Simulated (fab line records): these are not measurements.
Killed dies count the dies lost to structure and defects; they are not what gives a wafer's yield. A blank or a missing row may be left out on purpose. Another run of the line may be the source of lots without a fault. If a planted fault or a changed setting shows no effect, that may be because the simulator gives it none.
Problem report in the 8D (eight disciplines) form, filled by code | flow n5Finfet | the parts of the form that need people (team, actions taken, sign-off) are left out

1. PROBLEM STATEMENT
At N5_BEOL_M7_COAT_22, spinSpeedRpm averages 1542.0 rpm over 6 wafers from 2 lots, while fault-free wafers read 1500.1 rpm, standard deviation 0.91. That puts it +46 standard deviations away from the usual mean.
The step: resist thk 30 nm.
Seen first at day 13 22:37 on lithoTrack-05, wafer L232.2. The record has a number at this step for 30 wafers belonging to 10 lots. Rule for "out", or "out of limits": more than 4 standard deviations from the usual mean. The rest of the wafers with a number are treated as sound.

2. WHAT IT IS AND WHAT IT IS NOT
question                    | is                     | is not
which readings at this step | spinSpeedRpm           | -
which lots                  | L232, L233             | L219, L220, L221, L222, L223, L237, L238, L240
which wafers of those lots  | all that have a number | -
read on which tools         | lithoTrack-05          | lithoTrack-01, lithoTrack-02
when                        | from day 13 22:37      | up to then (15 sound wafers); but 9 sound wafers of L237, L238, L240 came after

3. THE SUSPECTS, EACH WITH WHAT RULES IT OUT
Counting: a tool stays on the suspect list if, at a process step up to the reading, it processed all lots that are out and no sound lot following the first of them.
- rieDiel-01 at N5_BEOL_M7_DESCUM_16 (chemistry O2, time 7.9 s): kept. All lots that are out passed through it, beginning with L232 at day 13 18:39, and no sound lot followed; its final sound lot before that point was L223 at day 11 09:34.
- rieDiel-01 at N5_BEOL_M7_ETCH_61 (etches SiARC in CF4, target depth 45.5 nm, time 75.8 s): kept. All lots that are out passed through it, beginning with L232 at day 13 18:41, and no sound lot followed; its final sound lot before that point was L223 at day 11 09:36.
- lithoTrack-05 at N5_BEOL_M7_COAT_22 (resist thk 30 nm): kept. All lots that are out passed through it, beginning with L232 at day 13 22:37, and no sound lot followed; its final sound lot before that point was L221 at day 10 21:08. Its own spinSpeedRpm readings are out on those wafers.
After the count, these remain: rieDiel-01 at N5_BEOL_M7_DESCUM_16, rieDiel-01 at N5_BEOL_M7_ETCH_61 and lithoTrack-05 at N5_BEOL_M7_COAT_22.

4. THE CAUSE (what the simulator had put in)
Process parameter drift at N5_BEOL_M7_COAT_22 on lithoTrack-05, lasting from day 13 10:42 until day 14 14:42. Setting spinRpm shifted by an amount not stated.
Counting left 3 suspects, and this tool is among them.

5. THE CHAIN OF EFFECTS, in route order
One row per reading whose mean, taken over the struck wafers that have a number, lies over 3 standard deviations from the usual. Only readings whose record carries a usual standard deviation are examined. hours: median over the lots of the time between each lot's start at the first step of this table that gives one and its start at this step. sigmas: the change, counted in usual standard deviations.
hours | step               | reading      | usual      | on struck wafers | change | sigmas
0     | N5_BEOL_M7_COAT_22 | spinSpeedRpm | 1500.1 rpm | 1542.0           | +41.9  | +46
Process steps it contains:
- N5_BEOL_M7_COAT_22: resist thk 30 nm.

6. HOW IT WOULD HAVE BEEN CAUGHT EARLIER
In this record no reading fell out of limits until day 13 22:37, 12 hours after the fault had begun at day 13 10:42.
